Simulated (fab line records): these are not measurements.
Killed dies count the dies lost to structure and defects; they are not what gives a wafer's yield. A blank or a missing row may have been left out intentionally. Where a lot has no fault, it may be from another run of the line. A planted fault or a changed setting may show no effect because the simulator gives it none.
Chamber matching	flow n5Finfet	4 sister chambers for N5_BEOL_M0_STRIP_140 on rieDiel-05
The step strips in CF4. 4 wafers are shown with their chamber, then 7 later ones without.

== EACH WAFER AND ITS CHAMBER ==
wafer	chamber	showerheadPlenumPTorr (Torr)
L087.6	2	1.69
L089.6	0	1.65
L090.1	3	1.78
L090.2	1	1.91

== WAFERS MISSING THEIR CHAMBER ==
wafer	showerheadPlenumPTorr (Torr)
L090.6	1.65
L093.1	1.91
L093.3	1.65
L093.4	1.90
L095.2	1.90
L095.4	1.77
L095.5	1.90

== THE CHAMBER EACH PASSED THROUGH ==
wafer	from the rows above	in truth
L090.6	0	0
L093.1	1	1
L093.3	0	0
L093.4	1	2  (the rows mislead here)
L095.2	1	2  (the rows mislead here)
L095.4	3	3
L095.5	1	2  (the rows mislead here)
Correct placement for 4 of the 7. Number that these rows cannot place: 0. 3 placed wrongly.
How it was worked out, from the rows above alone: a wafer's distance from a chamber is the root of the sum, over the readings, of the square of ((its reading less the chamber's mean) divided by the reading's scatter). If the next closest chamber is less than 2 further off than the closest, the wafer can't be placed; otherwise it belongs to the closest. Each chamber's mean is taken over the wafers shown for it. The scatter (one wafer shown for each chamber): square how far every hidden wafer sits from the nearest shown wafer, average those squares and take the square root.
